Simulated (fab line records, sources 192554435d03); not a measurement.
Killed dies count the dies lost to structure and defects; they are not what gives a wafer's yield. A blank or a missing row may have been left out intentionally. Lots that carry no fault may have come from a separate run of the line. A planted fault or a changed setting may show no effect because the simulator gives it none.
fab line records | flow n5-finfet
record lots=7 wafers=21 last-day=17
route steps=1938 shown BEOL_M7@1290 PASSIVATION@1936
lots that met no fault: from a run of the same line without faults
start-h: start of the lot's first displayed wafer, in hours after the record's first day | wait-h: hours elapsed since this lot's preceding step | " repeats the value in the row above | L1.1+2: a row that stands for several wafers | - no value, or no start was given | * or withheld: withheld | < > ~ a bound
route shown NAME@n: a module of which the file shows steps, and the number in the route of the first | usual: mean/standard deviation taken from wafers without a fault | same: alike in all rows | chamber/n: place in a boat | sites: the reading at each site | _std_site: standard deviation across them | _edge_site: the outer-site mean with the inner-site mean subtracted | radius-mm: for every site, how far away it sits from the centre of the wafer | mask NAME#n: copy n | behind: the last tool/chamber to shape the wafer | hold: why the lot went on hold/how many hours it stayed there/how the hold came to an end | device: the transistor (n, p or np) that didn't switch | end of line: tests of these same wafers at the route's end | a step without rows: its recipe alone | killed: at the first sort, the dies lost to defects and structure; wafer yield is something else | map: dies across one wafer; x = killed, . = not, _ = none there
set.NAME: the setting as run; set.NAME@STEP: as run at that earlier step | model.NAME: the simulator's own value behind a step, which no gauge read
a table for each step, a row for each wafer; lots at some steps of the route
services: from which hour (start-h, from the record's first day; less than 0 if before it) a tool's chamber was out of use, for how many hours, and why
## steps
# step N5_BEOL_M7_COAT_22
# recipe resist=CAR-EUV spin-rpm=1500 resist-thk-nm=30
# step N5_BEOL_M7_EBR_24
# recipe solvent=PGMEA ebr-width-mm=1.5
# step N5_BEOL_M7_SOFTBAKE_23
# recipe temp-c=110 time-s=60 resist=CAR-EUV
# step N5_BEOL_M7_EXPOSE_25
# recipe mask-id=V6 na=0.33 source-shape=annular sigma-inner=0.4 sigma-outer=0.8 polarization=unpolarized target-cd-nm=40 dose-mj=42.5
# step N5_BEOL_M7_PEB_26
# recipe peb-temp-c=100 peb-time-s=60 resist=CAR-EUV
# step N5_BEOL_M7_DEVELOP_27
# recipe develop-time-s=30 developer=TMAH resist=CAR-EUV rinse-liquid=surfactant-rinse dry=air-spin dev-temp-c=23
# step N5_BEOL_M7_CD_MEAS_28
# recipe target-cd-nm=40 landing-energy-ev=500 detector=se-inlens
# usual cd-nm=40.03/0.24
# columns lot.wafer tool chamber start-h wait-h cd-nm
L956.1 cd-sem-01 0 225.75 - 40.00
L956.3 " 0 " " 39.53
L956.5 " 0 " " 40.47
L958.2 cd-sem-03 0 250.08 - 39.83
L958.4 " 0 " " 40.17
L958.6 " 0 " " 39.95
L963.1 cd-sem-02 0 278.55 - 39.88
L963.3 " 0 " " 39.53
L963.4 " 0 " " 39.75
L962.1 cd-sem-02 0 280.61 - 40.38
L962.3 " 0 " " 39.66
L962.4 " 0 " " 39.99
L966.1 cd-sem-01 0 286.31 - 40.23
L966.5 " 0 " " 40.16
L966.6 " 0 " " 40.05
L970.1 cd-sem-01 0 318.78 - 40.06
L970.2 " 0 " " 40.45
L970.4 " 0 " " 39.38
L973.1 cd-sem-01 0 346.83 - 39.82
L973.3 " 0 " " 40.02
L973.4 " 0 " " 40.05
# step N5_BEOL_M7_OVL_MEAS_29
# recipe points-per-wafer=522
# usual V6_OVL=-0.2/0.74
# columns lot.wafer tool chamber start-h wait-h V6_OVL[nm]
L956.1 overlay-01 0 225.78 0.0 -1.6
L956.3 " 0 " " -0.1
L956.5 " 0 " " -1.4
L958.2 overlay-01 0 250.12 0.0 -0.6
L958.4 " 0 " " -0.1
L958.6 " 0 " " -0.3
L963.1 overlay-02 0 278.58 0.0 -0.9
L963.3 " 0 " " -0.8
L963.4 " 0 " " 1.1
L962.1 overlay-02 0 280.64 0.0 0.7
L962.3 " 0 " " 0.2
L962.4 " 0 " " 0.7
L966.1 overlay-02 0 286.34 0.0 -1.2
L966.5 " 0 " " -0.9
L966.6 " 0 " " 0.7
L970.1 overlay-01 0 318.81 0.0 -0.8
L970.2 " 0 " " -1.0
L970.4 " 0 " " -0.2
L973.1 overlay-02 0 346.86 0.0 -1.1
L973.3 " 0 " " -0.7
L973.4 " 0 " " 0.0
# step N5_BEOL_M7_INSPECT_30
# recipe mode=adi inspect-instrument=brightfield
# usual raw-defect-count=410/90
# columns lot.wafer tool chamber start-h wait-h raw-defect-count
L956.1 defect-inspect-01 - 225.84 0.1 378
L956.3 " - " " 513
L956.5 " - " " 412
L958.2 defect-inspect-01 - 250.18 0.0 422
L958.4 " - " " 341
L958.6 " - " " 332
L963.1 defect-inspect-02 - 278.64 0.1 381
L963.3 " - " " 487
L963.4 " - " " 352
L962.1 defect-inspect-02 - 280.70 0.1 315
L962.3 " - " " 324
L962.4 " - " " 360
L966.1 defect-inspect-02 - 286.40 0.1 470
L966.5 " - " " 314
L966.6 " - " " 388
L970.1 defect-inspect-02 - 318.86 0.1 312
L970.2 " - " " 280
L970.4 " - " " 388
L973.1 defect-inspect-01 - 346.92 0.1 476
L973.3 " - " " 362
L973.4 " - " " 416
# step N5_BEOL_M7_DESCUM_33
# recipe chemistry=O2 time-s=7 source-power-w=50 bias-power-w=20 pressure-mtorr=20 rf-frequency-hz=2.712e+07 temp-c=40 resist=CAR-EUV o2-flow-sccm=225
# usual drypump-motor-current-A=5.6/0.55 oes-product-au=0.79/0.085 rf-vpp-V=243.2/1.4 showerhead-plenum-p-Torr=2.10/0.076 throttle-valve-pct=20.55/0.23
# columns lot.wafer tool chamber start-h wait-h drypump-motor-current-A oes-product-au rf-hours-counter-h rf-vpp-V showerhead-plenum-p-Torr throttle-valve-pct
L956.1 rie-diel-05 2 226.27 0.4 5.0 0.91 26 244.9 2.23 20.56
L956.3 " 0 " " 5.8 0.82 78 246.2 2.23 20.47
L956.5 " 0 " " 5.8 0.82 - 242.7 2.23 20.44
L958.2 rie-diel-03 0 250.25 0.1 4.9 0.75 181 241.3 2.01 20.80
L958.4 " 2 " " 6.2 0.97 5 244.1 2.15 20.09
L958.6 " 0 " " 4.9 0.75 - 240.5 2.01 20.79
L963.1 rie-diel-03 3 278.69 0.1 6.3 0.90 34 242.1 2.05 20.69
L963.3 " 1 " " 6.0 0.70 195 242.8 2.09 20.72
L963.4 " 2 " " 6.1 0.94 13 243.7 2.15 20.11
L962.1 rie-diel-03 1 280.84 0.1 6.0 0.69 196 242.9 2.09 20.72
L962.3 " 2 " " 6.1 0.93 15 243.3 2.15 20.10
L962.4 " 0 " " 4.9 0.73 190 240.5 2.00 20.83
L966.1 rie-diel-03 2 286.65 0.2 6.2 0.93 16 244.4 2.15 20.10
L966.5 " 0 " " 4.9 0.74 - 241.8 2.00 20.82
L966.6 " 3 " " 6.3 0.90 - 242.9 2.05 20.68
L970.1 rie-diel-04 2 318.90 0.0 5.1 0.68 232 241.6 1.98 20.49
L970.2 " 0 " " 5.3 0.70 194 244.0 2.08 20.29
L970.4 " 1 " " 4.9 0.71 - 244.2 2.13 20.75
L973.1 rie-diel-05 2 346.99 0.1 5.0 0.87 60 245.4 2.22 20.61
L973.3 " 3 " " 6.1 0.83 78 242.9 2.04 20.29
L973.4 " 0 " " 5.8 0.79 113 245.1 2.22 20.52
# step N5_BEOL_M7_ETCH_72
# recipe chemistry=N2/H2 target=underlayer target-depth-a=65 mask-material=CAR-EUV time-s=5.2 ion-energy-ev=200 pressure-mtorr=30 source-w=840 bias-w=150 n2-flow-sccm=200 h2-flow-sccm=200 ends=cleared
# usual drypump-motor-current-A=5.6/0.55 etch-rf-on-time-s=5.18/0.12 oes-product-au=0.67/0.074 rf-vpp-V=523.9/2.9 showerhead-plenum-p-Torr=2.54/0.095 throttle-valve-pct=17.90/0.26
# columns lot.wafer tool chamber start-h wait-h drypump-motor-current-A etch-rf-on-time-s oes-product-au rf-hours-counter-h rf-vpp-V showerhead-plenum-p-Torr throttle-valve-pct
L956.1 rie-diel-05 2 226.31 0.0 5.1 5.12 0.78 26 528.4 2.69 17.85
L956.3 " 0 " " 5.8 5.22 0.70 78 527.1 2.69 17.75
L956.5 " 0 " " 5.8 5.25 0.69 - 526.4 2.69 17.74
L958.2 rie-diel-03 0 250.29 0.0 4.9 5.18 0.64 181 519.2 2.43 18.19
L958.4 " 2 " " 6.2 4.99 0.82 5 524.6 2.60 17.41
L958.6 " 0 " " 4.9 5.36 0.63 - 520.2 2.43 18.16
L963.1 rie-diel-03 3 278.73 0.0 6.3 5.12 0.77 34 521.2 2.47 17.89
L963.3 " 1 " " 6.0 5.20 0.60 195 526.6 2.52 18.11
L963.4 " 2 " " 6.2 4.88 0.81 13 526.7 2.60 17.44
L962.1 rie-diel-03 1 280.88 0.0 6.0 5.26 0.59 196 523.1 2.52 18.12
L962.3 " 2 " " 6.1 4.91 0.80 15 527.1 2.59 17.44
L962.4 " 0 " " 4.9 5.33 0.62 190 520.5 2.43 18.19
L966.1 rie-diel-03 2 286.68 0.0 6.1 4.95 0.80 16 526.5 2.59 17.43
L966.5 " 0 " " 4.9 5.26 0.63 - 521.6 2.43 18.21
L966.6 " 3 " " 6.3 5.17 0.76 - 523.0 2.47 17.87
L970.1 rie-diel-04 2 318.93 0.0 5.1 5.14 0.59 232 519.9 2.39 17.86
L970.2 " 0 " " 5.3 5.19 0.61 194 523.8 2.53 17.69
L970.4 " 1 " " 5.0 5.32 0.60 - 525.2 2.62 18.34
L973.1 rie-diel-05 2 347.02 0.0 5.0 5.06 0.74 60 529.5 2.68 17.91
L973.3 " 3 " " 6.1 5.25 0.70 78 520.7 2.45 17.54
L973.4 " 0 " " 5.8 5.17 0.67 113 524.4 2.67 17.78
# step N5_BEOL_M7_ETCH_65
# recipe chemistry=CF4 target=SiARC target-depth-a=156 mask-material=CAR-EUV time-s=26 ion-energy-ev=80 pressure-mtorr=40 source-w=545 bias-w=36 Ar_flow_sccm=100 cf4-flow-sccm=100 ends=cleared
# usual drypump-motor-current-A=5.6/0.55 etch-rf-on-time-s=25.9/0.53 oes-product-au=0.68/0.074 rf-vpp-V=184.1/1.2 showerhead-plenum-p-Torr=2.15/0.078 throttle-valve-pct=15.72/0.23
# columns lot.wafer tool chamber start-h wait-h drypump-motor-current-A etch-rf-on-time-s oes-product-au rf-hours-counter-h rf-vpp-V showerhead-plenum-p-Torr throttle-valve-pct
L956.1 rie-diel-05 2 226.32 0.0 5.0 25.4 0.78 26 184.8 2.27 15.65
L956.3 " 0 " " 5.8 25.9 0.70 78 184.6 2.26 15.57
L956.5 " 0 " " 5.8 26.0 0.70 - 186.0 2.26 15.56
L958.2 rie-diel-03 0 250.30 0.0 4.9 26.1 0.64 181 182.3 2.04 15.91
L958.4 " 2 " " 6.2 25.0 0.83 5 182.7 2.20 15.27
L958.6 " 0 " " 4.9 26.2 0.63 - 181.8 2.04 15.90
L963.1 rie-diel-03 3 278.74 0.0 6.3 25.8 0.76 34 184.5 2.11 15.75
L963.3 " 1 " " 6.0 26.3 0.59 195 183.5 2.13 15.91
L963.4 " 2 " " 6.1 24.7 0.80 13 183.9 2.19 15.28
L962.1 rie-diel-03 1 280.89 0.0 6.0 26.2 0.59 196 184.1 2.13 15.92
L962.3 " 2 " " 6.1 24.8 0.80 15 185.0 2.19 15.30
L962.4 " 0 " " 4.9 26.4 0.63 190 184.0 2.04 15.91
L966.1 rie-diel-03 2 286.70 0.0 6.2 24.8 0.80 16 185.1 2.19 15.32
L966.5 " 0 " " 4.9 26.2 0.62 - 183.8 2.04 15.93
L966.6 " 3 " " 6.3 25.8 0.76 - 184.7 2.10 15.73
L970.1 rie-diel-04 2 318.95 0.0 5.1 25.7 0.59 232 183.7 2.04 15.81
L970.2 " 0 " " 5.3 26.1 0.60 194 183.0 2.13 15.51
L970.4 " 1 " " 4.9 26.9 0.60 - 184.7 2.22 16.08
L973.1 rie-diel-05 2 347.04 0.0 5.0 25.6 0.74 60 185.8 2.26 15.70
L973.3 " 3 " " 6.2 26.1 0.70 78 181.9 2.08 15.38
L973.4 " 0 " " 5.8 25.8 0.68 113 185.7 2.24 15.63
# step N5_BEOL_M7_ETCH_66
# recipe chemistry=N2/H2 target=SOC target-depth-a=800 overetch-a=160 mask-material=SiARC temp-c=40 time-s=120 ion-energy-ev=200 pressure-mtorr=30 source-w=840 bias-w=150 n2-flow-sccm=200 h2-flow-sccm=200
# usual drypump-motor-current-A=5.6/0.55 oes-product-au=0.60/0.061 rf-vpp-V=523.9/2.8 showerhead-plenum-p-Torr=2.54/0.095 throttle-valve-pct=17.86/0.26
# columns lot.wafer tool chamber start-h wait-h drypump-motor-current-A oes-product-au rf-hours-counter-h rf-vpp-V showerhead-plenum-p-Torr throttle-valve-pct model.SiARC_of_BEOL_M7_COAT_64.thk-nm model.BEOL_M7.cd-nm model.etch.depth-nm
L956.1 rie-diel-05 2 226.35 0.0 5.0 0.69 26 526.9 2.69 17.81 6.4 39.8 60.09
L956.3 " 0 " " 5.8 0.63 78 527.3 2.69 17.71 6.6 40 60.22
L956.5 " 0 " " 5.8 0.63 - 527.9 2.69 17.69 6.6 40.2 59.85
L958.2 rie-diel-03 0 250.33 0.0 4.9 0.57 181 521.7 2.43 18.14 6.4 39.6 59.86
L958.4 " 2 " " 6.1 0.72 5 524.7 2.60 17.37 6 40 59.95
L958.6 " 0 " " 4.9 0.56 - 520.7 2.43 18.14 6.4 39.8 59.76
L963.1 rie-diel-03 3 278.77 0.0 6.3 0.68 34 522.6 2.47 17.82 8.4 38.6 60.14
L963.3 " 1 " " 6.1 0.53 195 522.4 2.52 18.08 8.4 39.2 59.77
L963.4 " 2 " " 6.1 0.70 13 526.4 2.59 17.38 5.8 39.8 60.19
L962.1 rie-diel-03 1 280.92 0.0 6.1 0.53 196 523.4 2.52 18.07 8.6 39.6 59.06
L962.3 " 2 " " 6.2 0.69 15 525.8 2.59 17.39 8.2 39 60.02
L962.4 " 0 " " 4.9 0.57 190 520.6 2.43 18.16 6.6 39.6 60.15
L966.1 rie-diel-03 2 286.73 0.0 6.1 0.70 16 525.0 2.59 17.40 8.2 39.4 59.88
L966.5 " 0 " " 4.9 0.56 - 522.1 2.43 18.17 6.4 39.8 60
L966.6 " 3 " " 6.3 0.68 - 523.0 2.47 17.83 6.4 39.8 59.84
L970.1 rie-diel-04 2 318.98 0.0 5.1 0.53 232 519.9 2.39 17.80 6.4 40 59.61
L970.2 " 0 " " 5.3 0.54 194 524.3 2.53 17.66 6.4 40 59.82
L970.4 " 1 " " 4.9 0.55 - 527.2 2.62 18.28 6.6 40 59.73
L973.1 rie-diel-05 2 347.07 0.0 5.1 0.66 60 529.3 2.68 17.89 6.4 40 59.85
L973.3 " 3 " " 6.1 0.62 78 520.8 2.45 17.49 6.6 40 60.05
L973.4 " 0 " " 5.8 0.61 113 525.5 2.67 17.77 6.6 40.2 59.9
# step N5_BEOL_M7_STRIP_69
# recipe chemistry=N2/H2 temp-c=40 n2-flow-sccm=200 h2-flow-sccm=200 rf-frequency-hz=6e+07
# step N5_BEOL_M7_STRIP_73
# recipe chemistry=N2/H2 temp-c=40 n2-flow-sccm=200 h2-flow-sccm=200 rf-frequency-hz=6e+07
# step N5_BEOL_M7_VIA_ETCH_34
# recipe chemistry=C4F6/O2 target=SiCOH_lowk target-depth-a=1255 mask-material=SOC taper-deg=4 time-s=50.5 ion-energy-ev=250 pressure-mtorr=30 source-w=345 bias-w=185 Ar_flow_sccm=300 C4F6_flow_sccm=10 O2_flow_sccm=10
# usual drypump-motor-current-A=5.6/0.55 oes-product-au=0.79/0.087 rf-vpp-V=668/10 showerhead-plenum-p-Torr=2.85/0.099 throttle-valve-pct=20.98/0.28
# columns lot.wafer tool chamber start-h wait-h drypump-motor-current-A oes-product-au rf-hours-counter-h rf-vpp-V showerhead-plenum-p-Torr throttle-valve-pct model.BEOL_M7.cd-nm
L956.1 rie-diel-05 2 226.45 0.0 5.0 0.93 26 677 3.01 20.96 39.8
L956.3 " 0 " " 5.8 0.81 78 657 2.98 20.73 40
L956.5 " 0 " " 5.8 0.82 - 658 2.98 20.73 40.2
L958.2 rie-diel-03 0 250.43 0.0 4.9 0.74 181 668 2.72 21.19 39.4
L958.4 " 2 " " 6.1 0.98 5 683 2.90 20.50 40
L958.6 " 0 " " 4.9 0.74 - 668 2.72 21.18 39.8
L963.1 rie-diel-03 3 278.87 0.0 6.3 0.90 35 655 2.81 21.26 38.4
L963.3 " 1 " " 6.0 0.70 195 659 2.82 21.12 39.2
L963.4 " 2 " " 6.2 0.95 14 682 2.90 20.50 39.8
L962.1 rie-diel-03 1 281.02 0.0 6.0 0.69 196 660 2.82 21.11 39.6
L962.3 " 2 " " 6.2 0.93 15 684 2.90 20.51 39
L962.4 " 0 " " 4.9 0.73 190 667 2.71 21.24 39.6
L966.1 rie-diel-03 2 286.83 0.0 6.2 0.93 16 683 2.90 20.50 39.4
L966.5 " 0 " " 4.9 0.74 - 667 2.71 21.20 39.6
L966.6 " 3 " " 6.3 0.90 - 655 2.81 21.24 39.8
L970.1 rie-diel-04 2 319.08 0.0 5.1 0.68 232 650 2.70 20.97 40
L970.2 " 0 " " 5.3 0.71 195 679 2.82 20.65 39.8
L970.4 " 1 " " 5.0 0.71 - 674 2.95 21.40 40
L973.1 rie-diel-05 2 347.17 0.0 5.0 0.87 60 676 2.99 21.00 40
L973.3 " 3 " " 6.1 0.82 78 667 2.76 20.62 39.8
L973.4 " 0 " " 5.8 0.78 113 656 2.96 20.79 40.2
# step N5_BEOL_M7_STRIP_76
# recipe chemistry=C4F6/O2 resist=SiARC rf-frequency-hz=6e+07
# step N5_PASSIVATION_PROBE_49
# usual defect-limited-yield=91.4/1.5 killed_at_M0_to_M3=35/12 killed_at_M4_up=13/5.8 killed-at-contacts=12/5.5 killed-at-front-end=36/9.9 killed-at-other=4/3.7 killed-dies=101/18 killed-open=66/13 killed-short=33/8 sort_bin_5_function=5.0/1 sort_bin_6_memory=3.2/0.67 sort_bin_8_speed=0.00/0.0099 sort-n-pass=1079/18 sort-yield-pct=91.4/1.5
# same gross-dies=1180 killed-at-back-side=0 sort_bin_4_leakage[%]=0
# columns lot.wafer tool chamber start-h wait-h defect-limited-yield[%] killed_at_M0_to_M3 killed_at_M4_up killed-at-contacts killed-at-front-end killed-at-other killed-dies killed-open killed-short sort_bin_5_function[%] sort_bin_6_memory[%] sort_bin_8_speed[%] sort-n-pass sort-yield-pct[%]
L956.1 prober-02 - 308.10 0.0 89.7 51 13 11 46 1 122 77 40 5.3 4.2 0 1058 89.7
L956.3 prober-02 - 308.20 0.1 91.3 39 9 6 44 5 103 63 38 5.0 3.4 0 1077 91.3
L956.5 prober-02 - 308.30 0.2 91.6 36 14 7 35 7 99 63 34 4.5 3.6 0 1081 91.6
L963.1 prober-02 - 365.02 0.0 92.5 19 14 12 40 4 89 52 31 4.7 2.7 0 1091 92.5
L963.3 prober-02 - 365.12 0.1 90.7 30 19 15 36 10 110 67 31 6.2 2.8 0 1070 90.7
L963.4 prober-02 - 365.17 0.2 91.3 26 12 13 41 11 103 64 37 4.9 3.5 0 1077 91.3
L962.1 prober-01 - 370.15 0.0 88.1 43 45 13 35 5 141 76 39 8.3 3.4 0 1039 88.1
L966.1 prober-01 - 373.91 0.0 92.4 23 15 13 35 4 90 59 31 4.4 2.6 0 1090 92.4
L966.5 prober-01 - 374.11 0.2 91.6 41 6 11 37 4 99 68 30 5.2 3.0 0 1081 91.6
L966.6 prober-01 - 374.16 0.3 90.8 41 18 6 37 7 109 67 39 5.4 3.1 0 1071 90.8
L973.1 prober-01 - 417.73 0.0 91.5 24 13 13 42 8 100 67 31 4.7 3.5 0 1080 91.5
L973.3 prober-01 - 417.83 0.1 92.8 36 17 10 20 2 85 58 25 4.2 2.7 0 1095 92.8
L973.4 prober-01 - 417.88 0.2 92.5 24 12 13 39 1 89 53 29 4.2 2.5 0 1091 92.5
# killed by level:class
L956.1 BEOL_M0_SAQP:geometric-particle:short=19 BEOL_M0_SAQP:geometric-particle:open=18 FIN_SAQP:geometric-particle:open=12 STI_FIN_REVEAL:geometric-particle:open=9 MOL_CONTACT_COAG:geometric-particle:open=7 FIN_SAQP:geometric-particle:short=5 BEOL_M4:geometric-particle:open=5 MOL_CONTACT_COAG:geometric-particle:short=4
L956.3 BEOL_M0_SAQP:geometric-particle:short=14 STI_FIN_REVEAL:geometric-particle:open=13 FIN_SAQP:geometric-particle:short=9 BEOL_M3:geometric-particle:open=9 FIN_SAQP:geometric-particle:open=8 BEOL_M0_SAQP:geometric-particle:open=7 BEOL_M1:geometric-particle:open=7 MOL_CONTACT_COAG:geometric-particle:open=5
L956.5 BEOL_M0_SAQP:geometric-particle:open=12 BEOL_M0_SAQP:geometric-particle:short=11 FIN_SAQP:geometric-particle:open=9 FIN_SAQP:geometric-particle:short=6 DUMMY_GATE:geometric-particle:open=6 MOL_CONTACT_COAG:geometric-particle:open=6 BEOL_M5:geometric-particle:open=4 MIM_BOT:geometric-particle:short=4
L963.1 MOL_CONTACT_COAG:geometric-particle:open=10 BEOL_M0_SAQP:geometric-particle:open=8 BEOL_M0_SAQP:geometric-particle:short=8 FIN_SAQP:geometric-particle:open=7 FIN_SAQP:geometric-particle:short=6 GATE_CUT:geometric-particle:open=6 GATE_CUT:geometric-particle:short=4 STARTING-WAFER:geometric-particle:short=4
L963.3 MOL_CONTACT_COAG:geometric-particle:open=14 BEOL_M0_SAQP:geometric-particle:short=12 BEOL_M7:area-etch=10 FIN_SAQP:geometric-particle:open=9 BEOL_M1:geometric-particle:open=7 BEOL_M4:geometric-particle:open=5 BEOL_M0:geometric-particle:open=5 STI_FIN_REVEAL:geometric-particle:open=4
L963.4 MOL_CONTACT_COAG:geometric-particle:open=11 BEOL_M0_SAQP:geometric-particle:short=10 STI_FIN_REVEAL:geometric-particle:open=8 BEOL_M4:geometric-particle:open=7 BEOL_M0:geometric-particle:open=5 STARTING-WAFER:geometric-particle:open=5 STI_FIN_REVEAL:geometric-particle:short=4 BEOL_M0_SAQP:geometric-particle:open=4
L962.1 BEOL_M7:area-etch=24 BEOL_M4:geometric-particle:open=16 MOL_CONTACT_COAG:geometric-particle:open=11 BEOL_M0_SAQP:geometric-particle:short=9 BEOL_M0_SAQP:geometric-particle:open=9 STI_FIN_REVEAL:geometric-particle:open=6 BEOL_M0:geometric-particle:open=6 DUMMY_GATE:geometric-particle:open=5
L966.1 FIN_SAQP:geometric-particle:open=11 BEOL_M0_SAQP:geometric-particle:open=10 MOL_CONTACT_COAG:geometric-particle:open=9 BEOL_M3:geometric-particle:open=7 FIN_SAQP:geometric-particle:short=6 GATE_CUT:geometric-particle:short=6 STI_FIN_REVEAL:geometric-particle:open=4 MOL_CONTACT_COAG:geometric-particle:short=4
L966.5 BEOL_M0_SAQP:geometric-particle:short=11 MOL_CONTACT_COAG:geometric-particle:open=10 STI_FIN_REVEAL:geometric-particle:open=7 BEOL_M0_SAQP:geometric-particle:open=7 BEOL_M2:geometric-particle:open=7 BEOL_M3:geometric-particle:open=7 FIN_SAQP:geometric-particle:open=6 STARTING-WAFER:geometric-particle:short=5
L966.6 BEOL_M0_SAQP:geometric-particle:short=15 BEOL_M0_SAQP:geometric-particle:open=12 FIN_SAQP:geometric-particle:short=8 STI_FIN_REVEAL:geometric-particle:open=6 BEOL_M4:geometric-particle:open=6 FIN_SAQP:geometric-particle:open=5 GATE_CUT:geometric-particle:short=5 MOL_CONTACT_COAG:geometric-particle:open=5
L973.1 MOL_CONTACT_COAG:geometric-particle:open=12 STI_FIN_REVEAL:geometric-particle:open=8 BEOL_M4:geometric-particle:open=8 BEOL_M2:geometric-particle:open=7 GATE_CUT:geometric-particle:open=6 DUMMY_GATE:geometric-particle:open=4 BEOL_M0_SAQP:geometric-particle:short=4 GATE_CUT:geometric-particle:short=4
L973.3 MOL_CONTACT_COAG:geometric-particle:open=10 STI_FIN_REVEAL:geometric-particle:open=8 BEOL_M0_SAQP:geometric-particle:short=6 BEOL_M1:geometric-particle:open=6 BEOL_M1:geometric-particle:short=5 BEOL_M2:geometric-particle:open=5 BEOL_M4:geometric-particle:open=5 BEOL_M0_SAQP:geometric-particle:open=4
L973.4 MOL_CONTACT_COAG:geometric-particle:open=12 BEOL_M0_SAQP:geometric-particle:short=7 HKMG_FIN:area-etch=7 BEOL_M1:geometric-particle:open=5 GATE_CUT:geometric-particle:open=5 BEOL_M4:geometric-particle:open=5 DUMMY_GATE:geometric-particle:open=4 STARTING-WAFER:geometric-particle:short=4
## services
# columns tool chamber start-h hours kind
rie-diel-04 2 216.19 9.9 repair
rie-diel-03 2 216.52 - clean
rie-diel-03 2 216.52 - consumable-replace:focus-ring
rie-diel-05 3 251.62 3.5 repair
rie-diel-03 - 253.91 0.7 repair
rie-diel-04 3 309.13 11.7 repair
rie-diel-04 1 326.22 4.5 repair
## key
first-sign none at tools or gauges
model-effect step=N5_BEOL_M7_ETCH_66 value=SiARC_of_BEOL_M7_COAT_64.thk-nm without=6.24 struck=8.36
model-effect step=N5_BEOL_M7_VIA_ETCH_34 value=BEOL_M7.cd-nm without=39.96 struck=39.12
met-at N5_BEOL_M7_ETCH_66
struck-wafers L962.1,L962.3,L963.1,L963.3,L966.1
onset-between 250.33 278.77
fault kind=process-parameter-drift tool=rie-diel-03 chamber=- onset-h=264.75 steps=N5_BEOL_M7_ETCH_66 channel=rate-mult offset=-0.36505 shape=step end-h=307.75 scope=struck-wafers-only
